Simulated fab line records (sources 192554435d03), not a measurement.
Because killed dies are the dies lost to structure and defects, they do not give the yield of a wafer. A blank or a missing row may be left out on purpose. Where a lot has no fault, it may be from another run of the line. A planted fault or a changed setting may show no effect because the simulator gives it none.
One fault through the eyes of 2 desks || flow n5-finfet || each desk holds nothing but its own numbers, with what lay behind them at the end

## THE TOOL OWNER'S DESK: implanter-02
N5_MOL_CONTACT_COAG_IMPLANT_129, tool's own readings: per-lot mean of the sampled wafers with a number, covering each lot this tool ran. Any lot whose mean is over 4 standard deviations away from the usual mean is out of limits and marked OUT; that distance is given in the brackets.
Columns: A = beam-energy-keV at N5_MOL_CONTACT_COAG_IMPLANT_129, usual 3.0000; B = end-station-pressure-torr at N5_MOL_CONTACT_COAG_IMPLANT_129, usual 5.9e-06 Torr; C = rotation-deg at N5_MOL_CONTACT_COAG_IMPLANT_129, usual 0.002 degrees
{"lot": "L502", "first seen here": "day 6 07:33", "A": 2.9978, "B": 6.0e-06, "C": -0.007}
{"lot": "L504", "first seen here": "day 6 19:05", "A": "7.4144 (+99 or more) OUT", "B": "1.0e-05 (+14) OUT", "C": -0.009}
{"lot": "L506", "first seen here": "day 7 11:37", "A": "7.4157 (+99 or more) OUT", "B": "1.1e-05 (+16) OUT", "C": 0.001}
{"lot": "L508", "first seen here": "day 7 20:26", "A": "7.4153 (+99 or more) OUT", "B": "1.1e-05 (+16) OUT", "C": -0.018}
{"lot": "L517", "first seen here": "day 9 23:10", "A": 2.9997, "B": 5.9e-06, "C": 0.004}
This desk's verdict: out of limits on L504, L506, L508, starting with L504 at day 6 19:05 (beam-energy-keV at N5_MOL_CONTACT_COAG_IMPLANT_129). In limits: L502, L517.

## FROM THE METROLOGY DESK
Lot by lot, what the gauges showed, no matter which tool ran the lot: averages of those sampled wafers that carry a number. Any lot whose mean is over 4 standard deviations away from the usual mean is out of limits and marked OUT; that distance is given in the brackets. Readings shown: 7 of its 10, picked as those furthest out on some lot.
Columns: A = DIBL_N at N5_BEOL_M4_RC_MEAS_101, usual 35.8 mV/V; B = DIBL_P at N5_BEOL_M4_RC_MEAS_101, usual 35.8 mV/V; C = IOFF_N at N5_BEOL_M4_RC_MEAS_101, usual 0.151 nA/um; D = ION_N at N5_BEOL_M4_RC_MEAS_101, usual 673 uA/um; E = ION_P at N5_BEOL_M4_RC_MEAS_101, usual 462 uA/um; F = SS_P at N5_BEOL_M4_RC_MEAS_101, usual 73.3 mV/dec; G = VT_N at N5_BEOL_M4_RC_MEAS_101, usual 250.5 mV
{"lot": "L502", "first seen here": "day 9 21:11", "A": 35.2, "B": 33.3, "C": 0.127, "D": 661, "E": 453, "F": 72.6, "G": 254.9}
{"lot": "L504", "first seen here": "day 10 10:37", "A": 35.9, "B": 36.1, "C": 0.152, "D": 670, "E": 459, "F": 73.3, "G": 249.7}
{"lot": "L506", "first seen here": "day 10 19:24", "A": 37.4, "B": 35.8, "C": 0.166, "D": 681, "E": 462, "F": 73.7, "G": 248.8}
{"lot": "L508", "first seen here": "day 11 13:49", "A": 38.0, "B": 36.3, "C": 0.166, "D": 678, "E": 461, "F": 74.0, "G": 249.9}
{"lot": "L517", "first seen here": "day 13 08:50", "A": 33.8, "B": 34.3, "C": 0.134, "D": 674, "E": 466, "F": 73.6, "G": 251.5}
Finding of this desk: none of the 5 lots has anything out of limits.

## BROUGHT TOGETHER
On L504, L506, L508, at day 6 19:05, an alarm was possible from the tool owner's desk.
Nothing out of limits was seen by the metrology desk.
The metrology desk has L504, L506, L508 on record, within its limits.
Every lot named ran N5_MOL_CONTACT_COAG_IMPLANT_129 on implanter-02.

## WHAT THE SIMULATOR PUT IN
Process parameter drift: implanter-02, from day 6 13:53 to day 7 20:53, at N5_MOL_CONTACT_COAG_IMPLANT_129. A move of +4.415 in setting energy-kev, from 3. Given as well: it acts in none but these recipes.
Shown lots that were struck: L504, L506, L508.
Delay in hours, fault start to first out-of-limits reading, by desk: the tool owner's desk at 5.
